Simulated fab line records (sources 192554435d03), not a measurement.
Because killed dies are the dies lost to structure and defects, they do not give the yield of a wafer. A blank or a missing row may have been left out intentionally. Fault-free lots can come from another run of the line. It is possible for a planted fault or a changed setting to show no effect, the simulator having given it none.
fab line records || flow n5Finfet
record {"lots": 7, "wafers": 39}
route steps=1938 shown DUMMY_GATE@228 HKMG_FIN@406
startH: hours from the record's opening day to when the first of the lot's shown wafers began || waitH: time in hours since the lot's previous step || " as in the row above || L1.1+2: a row that stands for several wafers || - no value present, or no start provided || * or withheld: withheld || < > ~ a bound
route shown NAME@n: NAME is a module with steps in the file, n the number in the route of the first one || usual: the fault-free wafers' mean and standard deviation || same: alike in all rows || chamber/n: place in a boat || sites: per-site readings || _std_site: the values' standard deviation || _edge_site: mean of outer sites minus mean of inner sites || radiusMm: how far each site lies from the wafer's centre || mask NAME#n: copy n || behind: the tool/chamber that last shaped the wafer || hold: reason for holding the lot/hours on hold/outcome of the hold || device: names the non-switching transistor (n, p or np) || end of line: tests of these same wafers at the route's end || step lacking rows: just its recipe || killed: count of dies lost to structure and defects at first sort (not the wafer's yield) || map: a wafer's dies, x killed, . not, _ none there
set.NAME: the setting that was run; set.NAME@STEP: the one run at that earlier step || model.NAME: the simulator's own value behind a step, which no gauge read
lots run with intentionally changed settings; tables by step, rows by wafer
## steps
# step N5_DUMMY_GATE_EXPOSE_12
# recipe {"maskId": "GATE", "na": 0.33, "sourceShape": "annular", "sigmaInner": 0.2, "sigmaOuter": 0.6, "polarization": "unpolarized", "targetCdNm": 25, "doseMj": 34}
{"lot.wafer": "L074.2+5+6", "tool": "euvScanner-02", "chamber": 0, "startH": 51.58, "waitH": "-", "mask": "GATE#0", "set.doseMj": 34}
{"lot.wafer": "L078.1+2+3", "tool": "euvScanner-01", "chamber": 0, "startH": 71.19, "waitH": "-", "mask": "GATE#0", "set.doseMj": 34}
{"lot.wafer": "L078.4+5+6", "tool": "euvScanner-01", "chamber": 0, "startH": 71.19, "waitH": "-", "mask": "GATE#0", "set.doseMj": 35.01}
{"lot.wafer": "L079.1+2+3", "tool": "euvScanner-02", "chamber": 0, "startH": 77.18, "waitH": "-", "mask": "GATE#0", "set.doseMj": 31.88}
{"lot.wafer": "L079.4+5+6", "tool": "euvScanner-02", "chamber": 0, "startH": 77.18, "waitH": "-", "mask": "GATE#0", "set.doseMj": 34}
{"lot.wafer": "L080.1+2+6", "tool": "euvScanner-01", "chamber": 0, "startH": 81.68, "waitH": "-", "mask": "GATE#0", "set.doseMj": 34}
{"lot.wafer": "L080.3+4+5", "tool": "euvScanner-01", "chamber": 0, "startH": 81.68, "waitH": "-", "mask": "GATE#0", "set.doseMj": 35.62}
{"lot.wafer": "L088.1+3+4", "tool": "euvScanner-02", "chamber": 0, "startH": 142.82, "waitH": "-", "mask": "GATE#0", "set.doseMj": 32.01}
{"lot.wafer": "L088.2+5+6", "tool": "euvScanner-02", "chamber": 0, "startH": 142.82, "waitH": "-", "mask": "GATE#0", "set.doseMj": 34}
{"lot.wafer": "L092.1+2+3+4+5+6", "tool": "euvScanner-02", "chamber": 0, "startH": 158.72, "waitH": "-", "mask": "GATE#0", "set.doseMj": 34}
{"lot.wafer": "L094.1+4+6", "tool": "euvScanner-01", "chamber": 0, "startH": 166.52, "waitH": "-", "mask": "GATE#0", "set.doseMj": 36.45}
{"lot.wafer": "L094.2+3+5", "tool": "euvScanner-01", "chamber": 0, "startH": 166.52, "waitH": "-", "mask": "GATE#0", "set.doseMj": 34}
# step N5_DUMMY_GATE_PEB_13
# recipe {"pebTempC": 100, "pebTimeS": 60, "resist": "CAR-EUV"}
# step N5_DUMMY_GATE_DEVELOP_14
# recipe {"developTimeS": 30, "developer": "TMAH", "resist": "CAR-EUV", "rinseLiquid": "surfactantRinse", "dry": "airSpin", "devTempC": 23}
# step N5_DUMMY_GATE_CD_MEAS_15
# recipe {"targetCdNm": 25.8, "landingEnergyEv": 500, "detector": "seInlens"}
# usual {"cdNm": "24.95/0.25"}
{"lot.wafer": "L074.2", "tool": "cdSem-03", "chamber": 0, "startH": 51.70, "waitH": "-", "set.doseMj@DUMMY_GATE_EXPOSE_12": 34, "cdNm": 25.13}
{"lot.wafer": "L074.5", "tool": "cdSem-03", "chamber": 0, "startH": 51.70, "waitH": "-", "set.doseMj@DUMMY_GATE_EXPOSE_12": 34, "cdNm": 25.17}
{"lot.wafer": "L074.6", "tool": "cdSem-03", "chamber": 0, "startH": 51.70, "waitH": "-", "set.doseMj@DUMMY_GATE_EXPOSE_12": 34, "cdNm": 24.82}
{"lot.wafer": "L078.1", "tool": "cdSem-02", "chamber": 0, "startH": 71.32, "waitH": "-", "set.doseMj@DUMMY_GATE_EXPOSE_12": 34, "cdNm": 25.51}
{"lot.wafer": "L078.2", "tool": "cdSem-02", "chamber": 0, "startH": 71.32, "waitH": "-", "set.doseMj@DUMMY_GATE_EXPOSE_12": 34, "cdNm": 24.95}
{"lot.wafer": "L078.3", "tool": "cdSem-02", "chamber": 0, "startH": 71.32, "waitH": "-", "set.doseMj@DUMMY_GATE_EXPOSE_12": 34, "cdNm": 25.11}
{"lot.wafer": "L078.4", "tool": "cdSem-02", "chamber": 0, "startH": 71.32, "waitH": "-", "set.doseMj@DUMMY_GATE_EXPOSE_12": 35.01, "cdNm": 24.24}
{"lot.wafer": "L078.5", "tool": "cdSem-02", "chamber": 0, "startH": 71.32, "waitH": "-", "set.doseMj@DUMMY_GATE_EXPOSE_12": 35.01, "cdNm": 24.27}
{"lot.wafer": "L078.6", "tool": "cdSem-02", "chamber": 0, "startH": 71.32, "waitH": "-", "set.doseMj@DUMMY_GATE_EXPOSE_12": 35.01, "cdNm": 24.70}
{"lot.wafer": "L079.1", "tool": "cdSem-02", "chamber": 0, "startH": 77.31, "waitH": "-", "set.doseMj@DUMMY_GATE_EXPOSE_12": 31.88, "cdNm": 26.28}
{"lot.wafer": "L079.2", "tool": "cdSem-02", "chamber": 0, "startH": 77.31, "waitH": "-", "set.doseMj@DUMMY_GATE_EXPOSE_12": 31.88, "cdNm": 26.61}
{"lot.wafer": "L079.3", "tool": "cdSem-02", "chamber": 0, "startH": 77.31, "waitH": "-", "set.doseMj@DUMMY_GATE_EXPOSE_12": 31.88, "cdNm": 25.97}
{"lot.wafer": "L079.4", "tool": "cdSem-02", "chamber": 0, "startH": 77.31, "waitH": "-", "set.doseMj@DUMMY_GATE_EXPOSE_12": 34, "cdNm": 24.69}
{"lot.wafer": "L079.5", "tool": "cdSem-02", "chamber": 0, "startH": 77.31, "waitH": "-", "set.doseMj@DUMMY_GATE_EXPOSE_12": 34, "cdNm": 25.15}
{"lot.wafer": "L079.6", "tool": "cdSem-02", "chamber": 0, "startH": 77.31, "waitH": "-", "set.doseMj@DUMMY_GATE_EXPOSE_12": 34, "cdNm": 24.86}
{"lot.wafer": "L080.1", "tool": "cdSem-02", "chamber": 0, "startH": 81.81, "waitH": "-", "set.doseMj@DUMMY_GATE_EXPOSE_12": 34, "cdNm": 24.67}
{"lot.wafer": "L080.2", "tool": "cdSem-02", "chamber": 0, "startH": 81.81, "waitH": "-", "set.doseMj@DUMMY_GATE_EXPOSE_12": 34, "cdNm": 24.89}
{"lot.wafer": "L080.3", "tool": "cdSem-02", "chamber": 0, "startH": 81.81, "waitH": "-", "set.doseMj@DUMMY_GATE_EXPOSE_12": 35.62, "cdNm": 23.82}
{"lot.wafer": "L080.4", "tool": "cdSem-02", "chamber": 0, "startH": 81.81, "waitH": "-", "set.doseMj@DUMMY_GATE_EXPOSE_12": 35.62, "cdNm": 23.92}
{"lot.wafer": "L080.5", "tool": "cdSem-02", "chamber": 0, "startH": 81.81, "waitH": "-", "set.doseMj@DUMMY_GATE_EXPOSE_12": 35.62, "cdNm": 23.72}
{"lot.wafer": "L080.6", "tool": "cdSem-02", "chamber": 0, "startH": 81.81, "waitH": "-", "set.doseMj@DUMMY_GATE_EXPOSE_12": 34, "cdNm": 24.83}
{"lot.wafer": "L088.1", "tool": "cdSem-01", "chamber": 0, "startH": 142.95, "waitH": "-", "set.doseMj@DUMMY_GATE_EXPOSE_12": 32.01, "cdNm": 26.35}
{"lot.wafer": "L088.2", "tool": "cdSem-01", "chamber": 0, "startH": 142.95, "waitH": "-", "set.doseMj@DUMMY_GATE_EXPOSE_12": 34, "cdNm": 25.06}
{"lot.wafer": "L088.3", "tool": "cdSem-01", "chamber": 0, "startH": 142.95, "waitH": "-", "set.doseMj@DUMMY_GATE_EXPOSE_12": 32.01, "cdNm": 26.38}
{"lot.wafer": "L088.4", "tool": "cdSem-01", "chamber": 0, "startH": 142.95, "waitH": "-", "set.doseMj@DUMMY_GATE_EXPOSE_12": 32.01, "cdNm": 25.94}
{"lot.wafer": "L088.5", "tool": "cdSem-01", "chamber": 0, "startH": 142.95, "waitH": "-", "set.doseMj@DUMMY_GATE_EXPOSE_12": 34, "cdNm": 25.06}
{"lot.wafer": "L088.6", "tool": "cdSem-01", "chamber": 0, "startH": 142.95, "waitH": "-", "set.doseMj@DUMMY_GATE_EXPOSE_12": 34, "cdNm": 25.04}
{"lot.wafer": "L092.1", "tool": "cdSem-01", "chamber": 0, "startH": 158.84, "waitH": "-", "set.doseMj@DUMMY_GATE_EXPOSE_12": 34, "cdNm": 24.67}
{"lot.wafer": "L092.2", "tool": "cdSem-01", "chamber": 0, "startH": 158.84, "waitH": "-", "set.doseMj@DUMMY_GATE_EXPOSE_12": 34, "cdNm": 24.87}
{"lot.wafer": "L092.3", "tool": "cdSem-01", "chamber": 0, "startH": 158.84, "waitH": "-", "set.doseMj@DUMMY_GATE_EXPOSE_12": 34, "cdNm": 24.39}
{"lot.wafer": "L092.4", "tool": "cdSem-01", "chamber": 0, "startH": 158.84, "waitH": "-", "set.doseMj@DUMMY_GATE_EXPOSE_12": 34, "cdNm": 24.81}
{"lot.wafer": "L092.5", "tool": "cdSem-01", "chamber": 0, "startH": 158.84, "waitH": "-", "set.doseMj@DUMMY_GATE_EXPOSE_12": 34, "cdNm": 24.42}
{"lot.wafer": "L092.6", "tool": "cdSem-01", "chamber": 0, "startH": 158.84, "waitH": "-", "set.doseMj@DUMMY_GATE_EXPOSE_12": 34, "cdNm": 24.86}
{"lot.wafer": "L094.1", "tool": "cdSem-02", "chamber": 0, "startH": 166.64, "waitH": "-", "set.doseMj@DUMMY_GATE_EXPOSE_12": 36.45, "cdNm": 23.85}
{"lot.wafer": "L094.2", "tool": "cdSem-02", "chamber": 0, "startH": 166.64, "waitH": "-", "set.doseMj@DUMMY_GATE_EXPOSE_12": 34, "cdNm": 25.31}
{"lot.wafer": "L094.3", "tool": "cdSem-02", "chamber": 0, "startH": 166.64, "waitH": "-", "set.doseMj@DUMMY_GATE_EXPOSE_12": 34, "cdNm": 25.25}
{"lot.wafer": "L094.4", "tool": "cdSem-02", "chamber": 0, "startH": 166.64, "waitH": "-", "set.doseMj@DUMMY_GATE_EXPOSE_12": 36.45, "cdNm": 23.95}
{"lot.wafer": "L094.5", "tool": "cdSem-02", "chamber": 0, "startH": 166.64, "waitH": "-", "set.doseMj@DUMMY_GATE_EXPOSE_12": 34, "cdNm": 25.02}
{"lot.wafer": "L094.6", "tool": "cdSem-02", "chamber": 0, "startH": 166.64, "waitH": "-", "set.doseMj@DUMMY_GATE_EXPOSE_12": 36.45, "cdNm": 24.36}
# step N5_DUMMY_GATE_ETCH_32
# recipe {"chemistry": "CF4", "target": "SiO2", "targetDepthA": 35, "timeS": 3.9, "ionEnergyEv": 350, "pressureMtorr": 10, "icpW": 800, "biasW": 400, "cf4FlowSccm": 80}
{"lot.wafer": "L074.2", "tool": "rieSi-02", "chamber": 1, "startH": 52.50, "waitH": 0.1, "set.timeS": 3.9, "model.etch.depthNm": 3.52}
{"lot.wafer": "L074.5", "tool": "rieSi-02", "chamber": 0, "startH": 52.50, "waitH": 0.1, "set.timeS": 3.9, "model.etch.depthNm": 3.506}
{"lot.wafer": "L074.6", "tool": "rieSi-02", "chamber": 3, "startH": 52.50, "waitH": 0.1, "set.timeS": 3.9, "model.etch.depthNm": 3.578}
{"lot.wafer": "L078.1", "tool": "rieSi-06", "chamber": 2, "startH": 72.24, "waitH": 0.1, "set.timeS": 3.9, "model.etch.depthNm": 3.66}
{"lot.wafer": "L078.2", "tool": "rieSi-06", "chamber": 0, "startH": 72.24, "waitH": 0.1, "set.timeS": 4.663, "model.etch.depthNm": 4.403}
{"lot.wafer": "L078.3", "tool": "rieSi-06", "chamber": 1, "startH": 72.24, "waitH": 0.1, "set.timeS": 4.663, "model.etch.depthNm": 4.228}
{"lot.wafer": "L078.4", "tool": "rieSi-06", "chamber": 3, "startH": 72.24, "waitH": 0.1, "set.timeS": 3.9, "model.etch.depthNm": 3.411}
{"lot.wafer": "L078.5", "tool": "rieSi-06", "chamber": 1, "startH": 72.24, "waitH": 0.1, "set.timeS": 4.663, "model.etch.depthNm": 4.246}
{"lot.wafer": "L078.6", "tool": "rieSi-06", "chamber": 2, "startH": 72.24, "waitH": 0.1, "set.timeS": 3.9, "model.etch.depthNm": 3.668}
{"lot.wafer": "L079.1", "tool": "rieSi-02", "chamber": 3, "startH": 78.12, "waitH": 0.1, "set.timeS": 3.45, "model.etch.depthNm": 3.145}
{"lot.wafer": "L079.2", "tool": "rieSi-02", "chamber": 0, "startH": 78.12, "waitH": 0.1, "set.timeS": 3.9, "model.etch.depthNm": 3.499}
{"lot.wafer": "L079.3", "tool": "rieSi-02", "chamber": 2, "startH": 78.12, "waitH": 0.1, "set.timeS": 3.9, "model.etch.depthNm": 3.542}
{"lot.wafer": "L079.4", "tool": "rieSi-02", "chamber": 1, "startH": 78.12, "waitH": 0.1, "set.timeS": 3.9, "model.etch.depthNm": 3.45}
{"lot.wafer": "L079.5", "tool": "rieSi-02", "chamber": 3, "startH": 78.12, "waitH": 0.1, "set.timeS": 3.45, "model.etch.depthNm": 3.113}
{"lot.wafer": "L079.6", "tool": "rieSi-02", "chamber": 0, "startH": 78.12, "waitH": 0.1, "set.timeS": 3.45, "model.etch.depthNm": 3.098}
{"lot.wafer": "L080.1", "tool": "rieSi-06", "chamber": 0, "startH": 82.61, "waitH": 0.1, "set.timeS": 4.38, "model.etch.depthNm": 4.158}
{"lot.wafer": "L080.2", "tool": "rieSi-06", "chamber": 2, "startH": 82.61, "waitH": 0.1, "set.timeS": 3.9, "model.etch.depthNm": 3.717}
{"lot.wafer": "L080.3", "tool": "rieSi-06", "chamber": 1, "startH": 82.61, "waitH": 0.1, "set.timeS": 3.9, "model.etch.depthNm": 3.564}
{"lot.wafer": "L080.4", "tool": "rieSi-06", "chamber": 3, "startH": 82.61, "waitH": 0.1, "set.timeS": 4.38, "model.etch.depthNm": 3.85}
{"lot.wafer": "L080.5", "tool": "rieSi-06", "chamber": 2, "startH": 82.61, "waitH": 0.1, "set.timeS": 4.38, "model.etch.depthNm": 4.181}
{"lot.wafer": "L080.6", "tool": "rieSi-06", "chamber": 3, "startH": 82.61, "waitH": 0.1, "set.timeS": 3.9, "model.etch.depthNm": 3.429}
{"lot.wafer": "L088.1", "tool": "rieSi-02", "chamber": 3, "startH": 143.76, "waitH": 0.1, "set.timeS": 3.9, "model.etch.depthNm": 3.548}
{"lot.wafer": "L088.2", "tool": "rieSi-02", "chamber": 1, "startH": 143.76, "waitH": 0.1, "set.timeS": 3.9, "model.etch.depthNm": 3.439}
{"lot.wafer": "L088.3", "tool": "rieSi-02", "chamber": 0, "startH": 143.76, "waitH": 0.1, "set.timeS": 4.702, "model.etch.depthNm": 4.176}
{"lot.wafer": "L088.4", "tool": "rieSi-02", "chamber": 1, "startH": 143.76, "waitH": 0.1, "set.timeS": 4.702, "model.etch.depthNm": 4.177}
{"lot.wafer": "L088.5", "tool": "rieSi-02", "chamber": 3, "startH": 143.76, "waitH": 0.1, "set.timeS": 4.702, "model.etch.depthNm": 4.277}
{"lot.wafer": "L088.6", "tool": "rieSi-02", "chamber": 0, "startH": 143.76, "waitH": 0.1, "set.timeS": 3.9, "model.etch.depthNm": 3.478}
{"lot.wafer": "L092.1", "tool": "rieSi-02", "chamber": 1, "startH": 159.78, "waitH": 0.1, "set.timeS": 3.9, "model.etch.depthNm": 3.467}
{"lot.wafer": "L092.2", "tool": "rieSi-02", "chamber": 2, "startH": 159.78, "waitH": 0.1, "set.timeS": 3.9, "model.etch.depthNm": 3.569}
{"lot.wafer": "L092.3", "tool": "rieSi-02", "chamber": 0, "startH": 159.78, "waitH": 0.1, "set.timeS": 3.9, "model.etch.depthNm": 3.498}
{"lot.wafer": "L092.4", "tool": "rieSi-02", "chamber": 3, "startH": 159.78, "waitH": 0.1, "set.timeS": 3.9, "model.etch.depthNm": 3.531}
{"lot.wafer": "L092.5", "tool": "rieSi-02", "chamber": 0, "startH": 159.78, "waitH": 0.1, "set.timeS": 3.9, "model.etch.depthNm": 3.466}
{"lot.wafer": "L092.6", "tool": "rieSi-02", "chamber": 3, "startH": 159.78, "waitH": 0.1, "set.timeS": 3.9, "model.etch.depthNm": 3.541}
{"lot.wafer": "L094.1", "tool": "rieSi-01", "chamber": 0, "startH": 167.62, "waitH": 0.1, "set.timeS": 3.9, "model.etch.depthNm": 3.384}
{"lot.wafer": "L094.2", "tool": "rieSi-01", "chamber": 1, "startH": 167.62, "waitH": 0.1, "set.timeS": 3.9, "model.etch.depthNm": 3.256}
{"lot.wafer": "L094.3", "tool": "rieSi-01", "chamber": 3, "startH": 167.62, "waitH": 0.1, "set.timeS": 3.331, "model.etch.depthNm": 2.897}
{"lot.wafer": "L094.4", "tool": "rieSi-01", "chamber": 2, "startH": 167.62, "waitH": 0.1, "set.timeS": 3.9, "model.etch.depthNm": 3.495}
{"lot.wafer": "L094.5", "tool": "rieSi-01", "chamber": 0, "startH": 167.62, "waitH": 0.1, "set.timeS": 3.331, "model.etch.depthNm": 2.927}
{"lot.wafer": "L094.6", "tool": "rieSi-01", "chamber": 1, "startH": 167.62, "waitH": 0.1, "set.timeS": 3.331, "model.etch.depthNm": 2.783}
# step N5_HKMG_FIN_ETCH_58
# recipe {"chemistry": "N2/H2", "target": "SOC", "targetDepthA": 2158, "ionEnergyEv": 50, "biasW": 13, "timeS": 741, "pressureMtorr": 30, "sourceW": 875, "n2FlowSccm": 200, "h2FlowSccm": 200}
{"lot.wafer": "L074.2", "tool": "rieDiel-03", "chamber": 3, "startH": 80.72, "waitH": 0.0, "set.targetDepthA": 2158, "model.etch.depthNm": 213.1, "model.HKMG_FIN.featureDepthNm": 213.2, "model.SOC_of_HKMG_FIN_COAT_41.thkNm": 87.2}
{"lot.wafer": "L074.5", "tool": "rieDiel-03", "chamber": 1, "startH": 80.72, "waitH": 0.0, "set.targetDepthA": 2158, "model.etch.depthNm": 210.6, "model.HKMG_FIN.featureDepthNm": 210.6, "model.SOC_of_HKMG_FIN_COAT_41.thkNm": 89.6}
{"lot.wafer": "L074.6", "tool": "rieDiel-03", "chamber": 0, "startH": 80.72, "waitH": 0.0, "set.targetDepthA": 2158, "model.etch.depthNm": 204.5, "model.HKMG_FIN.featureDepthNm": 204.6, "model.SOC_of_HKMG_FIN_COAT_41.thkNm": 96.4}
{"lot.wafer": "L078.1", "tool": "rieDiel-04", "chamber": 3, "startH": 102.74, "waitH": 0.0, "set.targetDepthA": 2158, "model.etch.depthNm": 216, "model.HKMG_FIN.featureDepthNm": 216, "model.SOC_of_HKMG_FIN_COAT_41.thkNm": 84}
{"lot.wafer": "L078.2", "tool": "rieDiel-04", "chamber": 0, "startH": 102.74, "waitH": 0.0, "set.targetDepthA": 2328, "model.etch.depthNm": 244.9, "model.HKMG_FIN.featureDepthNm": 244.8, "model.SOC_of_HKMG_FIN_COAT_41.thkNm": 55.4}
{"lot.wafer": "L078.3", "tool": "rieDiel-04", "chamber": 1, "startH": 102.74, "waitH": 0.0, "set.targetDepthA": 2158, "model.etch.depthNm": 219.5, "model.HKMG_FIN.featureDepthNm": 219.4, "model.SOC_of_HKMG_FIN_COAT_41.thkNm": 80.4}
{"lot.wafer": "L078.4", "tool": "rieDiel-04", "chamber": 2, "startH": 102.74, "waitH": 0.0, "set.targetDepthA": 2158, "model.etch.depthNm": 223.1, "model.HKMG_FIN.featureDepthNm": 223, "model.SOC_of_HKMG_FIN_COAT_41.thkNm": 76.6}
{"lot.wafer": "L078.5", "tool": "rieDiel-04", "chamber": 2, "startH": 102.74, "waitH": 0.0, "set.targetDepthA": 2328, "model.etch.depthNm": 240.5, "model.HKMG_FIN.featureDepthNm": 240.4, "model.SOC_of_HKMG_FIN_COAT_41.thkNm": 60}
{"lot.wafer": "L078.6", "tool": "rieDiel-04", "chamber": 3, "startH": 102.74, "waitH": 0.0, "set.targetDepthA": 2328, "model.etch.depthNm": 231.2, "model.HKMG_FIN.featureDepthNm": 231.2, "model.SOC_of_HKMG_FIN_COAT_41.thkNm": 69.2}
{"lot.wafer": "L079.1", "tool": "rieDiel-04", "chamber": 2, "startH": 106.89, "waitH": 0.0, "set.targetDepthA": 2158, "model.etch.depthNm": 221.4, "model.HKMG_FIN.featureDepthNm": 221.4, "model.SOC_of_HKMG_FIN_COAT_41.thkNm": 77}
{"lot.wafer": "L079.2", "tool": "rieDiel-04", "chamber": 3, "startH": 106.89, "waitH": 0.0, "set.targetDepthA": 2291, "model.etch.depthNm": 229, "model.HKMG_FIN.featureDepthNm": 229, "model.SOC_of_HKMG_FIN_COAT_41.thkNm": 69.2}
{"lot.wafer": "L079.3", "tool": "rieDiel-04", "chamber": 0, "startH": 106.89, "waitH": 0.0, "set.targetDepthA": 2158, "model.etch.depthNm": 226.1, "model.HKMG_FIN.featureDepthNm": 226.2, "model.SOC_of_HKMG_FIN_COAT_41.thkNm": 72.4}
{"lot.wafer": "L079.4", "tool": "rieDiel-04", "chamber": 1, "startH": 106.89, "waitH": 0.0, "set.targetDepthA": 2291, "model.etch.depthNm": 233, "model.HKMG_FIN.featureDepthNm": 233, "model.SOC_of_HKMG_FIN_COAT_41.thkNm": 66.2}
{"lot.wafer": "L079.5", "tool": "rieDiel-04", "chamber": 0, "startH": 106.89, "waitH": 0.0, "set.targetDepthA": 2291, "model.etch.depthNm": 241, "model.HKMG_FIN.featureDepthNm": 241, "model.SOC_of_HKMG_FIN_COAT_41.thkNm": 57.6}
{"lot.wafer": "L079.6", "tool": "rieDiel-04", "chamber": 1, "startH": 106.89, "waitH": 0.0, "set.targetDepthA": 2158, "model.etch.depthNm": 220.6, "model.HKMG_FIN.featureDepthNm": 220.6, "model.SOC_of_HKMG_FIN_COAT_41.thkNm": 77.8}
{"lot.wafer": "L080.1", "tool": "rieDiel-04", "chamber": 2, "startH": 109.71, "waitH": 0.0, "set.targetDepthA": 2308, "model.etch.depthNm": 239.7, "model.HKMG_FIN.featureDepthNm": 239.6, "model.SOC_of_HKMG_FIN_COAT_41.thkNm": 60}
{"lot.wafer": "L080.2", "tool": "rieDiel-04", "chamber": 1, "startH": 109.71, "waitH": 0.0, "set.targetDepthA": 2158, "model.etch.depthNm": 222.3, "model.HKMG_FIN.featureDepthNm": 222.2, "model.SOC_of_HKMG_FIN_COAT_41.thkNm": 78.2}
{"lot.wafer": "L080.3", "tool": "rieDiel-04", "chamber": 3, "startH": 109.71, "waitH": 0.0, "set.targetDepthA": 2158, "model.etch.depthNm": 215.9, "model.HKMG_FIN.featureDepthNm": 215.8, "model.SOC_of_HKMG_FIN_COAT_41.thkNm": 83.8}
{"lot.wafer": "L080.4", "tool": "rieDiel-04", "chamber": 0, "startH": 109.71, "waitH": 0.0, "set.targetDepthA": 2308, "model.etch.depthNm": 241.5, "model.HKMG_FIN.featureDepthNm": 241.4, "model.SOC_of_HKMG_FIN_COAT_41.thkNm": 59.2}
{"lot.wafer": "L080.5", "tool": "rieDiel-04", "chamber": 3, "startH": 109.71, "waitH": 0.0, "set.targetDepthA": 2158, "model.etch.depthNm": 216.7, "model.HKMG_FIN.featureDepthNm": 216.6, "model.SOC_of_HKMG_FIN_COAT_41.thkNm": 83.8}
{"lot.wafer": "L080.6", "tool": "rieDiel-04", "chamber": 0, "startH": 109.71, "waitH": 0.0, "set.targetDepthA": 2308, "model.etch.depthNm": 242.2, "model.HKMG_FIN.featureDepthNm": 242.2, "model.SOC_of_HKMG_FIN_COAT_41.thkNm": 57.4}
{"lot.wafer": "L088.1", "tool": "rieDiel-04", "chamber": 3, "startH": 170.28, "waitH": 0.0, "set.targetDepthA": 2158, "model.etch.depthNm": 217.4, "model.HKMG_FIN.featureDepthNm": 217.4, "model.SOC_of_HKMG_FIN_COAT_41.thkNm": 83.4}
{"lot.wafer": "L088.2", "tool": "rieDiel-04", "chamber": 0, "startH": 170.28, "waitH": 0.0, "set.targetDepthA": 2158, "model.etch.depthNm": 222.6, "model.HKMG_FIN.featureDepthNm": 222.6, "model.SOC_of_HKMG_FIN_COAT_41.thkNm": 77.4}
{"lot.wafer": "L088.3", "tool": "rieDiel-04", "chamber": 1, "startH": 170.28, "waitH": 0.0, "set.targetDepthA": 2158, "model.etch.depthNm": 221.1, "model.HKMG_FIN.featureDepthNm": 221.2, "model.SOC_of_HKMG_FIN_COAT_41.thkNm": 78.8}
{"lot.wafer": "L088.4", "tool": "rieDiel-04", "chamber": 3, "startH": 170.28, "waitH": 0.0, "set.targetDepthA": 1930, "model.etch.depthNm": 194.5, "model.HKMG_FIN.featureDepthNm": 194.4, "model.SOC_of_HKMG_FIN_COAT_41.thkNm": 105.6}
{"lot.wafer": "L088.5", "tool": "rieDiel-04", "chamber": 0, "startH": 170.28, "waitH": 0.0, "set.targetDepthA": 1930, "model.etch.depthNm": 198.5, "model.HKMG_FIN.featureDepthNm": 198.4, "model.SOC_of_HKMG_FIN_COAT_41.thkNm": 101.4}
{"lot.wafer": "L088.6", "tool": "rieDiel-04", "chamber": 1, "startH": 170.28, "waitH": 0.0, "set.targetDepthA": 1930, "model.etch.depthNm": 196.1, "model.HKMG_FIN.featureDepthNm": 196.2, "model.SOC_of_HKMG_FIN_COAT_41.thkNm": 104}
{"lot.wafer": "L092.1", "tool": "rieDiel-04", "chamber": 0, "startH": 184.81, "waitH": 0.0, "set.targetDepthA": 2158, "model.etch.depthNm": 219.8, "model.HKMG_FIN.featureDepthNm": 219.8, "model.SOC_of_HKMG_FIN_COAT_41.thkNm": 80.4}
{"lot.wafer": "L092.2", "tool": "rieDiel-04", "chamber": 1, "startH": 184.81, "waitH": 0.0, "set.targetDepthA": 2238, "model.etch.depthNm": 228.8, "model.HKMG_FIN.featureDepthNm": 228.8, "model.SOC_of_HKMG_FIN_COAT_41.thkNm": 71.6}
{"lot.wafer": "L092.3", "tool": "rieDiel-04", "chamber": 2, "startH": 184.81, "waitH": 0.0, "set.targetDepthA": 2158, "model.etch.depthNm": 224.1, "model.HKMG_FIN.featureDepthNm": 224.2, "model.SOC_of_HKMG_FIN_COAT_41.thkNm": 76.2}
{"lot.wafer": "L092.4", "tool": "rieDiel-04", "chamber": 3, "startH": 184.81, "waitH": 0.0, "set.targetDepthA": 2158, "model.etch.depthNm": 216.4, "model.HKMG_FIN.featureDepthNm": 216.4, "model.SOC_of_HKMG_FIN_COAT_41.thkNm": 85.2}
{"lot.wafer": "L092.5", "tool": "rieDiel-04", "chamber": 0, "startH": 184.81, "waitH": 0.0, "set.targetDepthA": 2238, "model.etch.depthNm": 229.4, "model.HKMG_FIN.featureDepthNm": 229.4, "model.SOC_of_HKMG_FIN_COAT_41.thkNm": 71.8}
{"lot.wafer": "L092.6", "tool": "rieDiel-04", "chamber": 1, "startH": 184.81, "waitH": 0.0, "set.targetDepthA": 2238, "model.etch.depthNm": 228.1, "model.HKMG_FIN.featureDepthNm": 228, "model.SOC_of_HKMG_FIN_COAT_41.thkNm": 72.6}
{"lot.wafer": "L094.1", "tool": "rieDiel-04", "chamber": 3, "startH": 195.74, "waitH": 0.0, "set.targetDepthA": 2158, "model.etch.depthNm": 216.3, "model.HKMG_FIN.featureDepthNm": 216.4, "model.SOC_of_HKMG_FIN_COAT_41.thkNm": 83.2}
{"lot.wafer": "L094.2", "tool": "rieDiel-04", "chamber": 0, "startH": 195.74, "waitH": 0.0, "set.targetDepthA": 2158, "model.etch.depthNm": 222.4, "model.HKMG_FIN.featureDepthNm": 222.4, "model.SOC_of_HKMG_FIN_COAT_41.thkNm": 78}
{"lot.wafer": "L094.3", "tool": "rieDiel-04", "chamber": 2, "startH": 195.74, "waitH": 0.0, "set.targetDepthA": 2158, "model.etch.depthNm": 222.9, "model.HKMG_FIN.featureDepthNm": 223, "model.SOC_of_HKMG_FIN_COAT_41.thkNm": 77.6}
{"lot.wafer": "L094.4", "tool": "rieDiel-04", "chamber": 1, "startH": 195.74, "waitH": 0.0, "set.targetDepthA": 2158, "model.etch.depthNm": 221.8, "model.HKMG_FIN.featureDepthNm": 221.8, "model.SOC_of_HKMG_FIN_COAT_41.thkNm": 79}
{"lot.wafer": "L094.5", "tool": "rieDiel-04", "chamber": 2, "startH": 195.74, "waitH": 0.0, "set.targetDepthA": 2158, "model.etch.depthNm": 225.4, "model.HKMG_FIN.featureDepthNm": 225.4, "model.SOC_of_HKMG_FIN_COAT_41.thkNm": 75.4}
{"lot.wafer": "L094.6", "tool": "rieDiel-04", "chamber": 3, "startH": 195.74, "waitH": 0.0, "set.targetDepthA": 2158, "model.etch.depthNm": 216.9, "model.HKMG_FIN.featureDepthNm": 217, "model.SOC_of_HKMG_FIN_COAT_41.thkNm": 83.4}
## key
split {"step": "N5_DUMMY_GATE_EXPOSE_12", "setting": "doseMj", "stated": 34, "by": "wafer"}
response {"step": "N5_DUMMY_GATE_CD_MEAS_15", "reading": "cdNm", "change": -0.196, "per": "1%", "r": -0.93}
split {"step": "N5_DUMMY_GATE_ETCH_32", "setting": "timeS", "stated": 3.9, "by": "wafer"}
response {"step": "N5_DUMMY_GATE_ETCH_32", "reading": "model.etch.depthNm", "change": "+0.0358", "per": "1%", "r": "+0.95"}
split {"step": "N5_HKMG_FIN_ETCH_58", "setting": "targetDepthA", "stated": 2158, "by": "wafer"}
response {"step": "N5_HKMG_FIN_ETCH_58", "reading": "model.etch.depthNm", "change": "+2.44", "per": "1%", "r": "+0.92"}
response {"step": "N5_HKMG_FIN_ETCH_58", "reading": "model.HKMG_FIN.featureDepthNm", "change": "+2.44", "per": "1%", "r": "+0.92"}
response {"step": "N5_HKMG_FIN_ETCH_58", "reading": "model.SOC_of_HKMG_FIN_COAT_41.thkNm", "change": -2.42, "per": "1%", "r": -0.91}
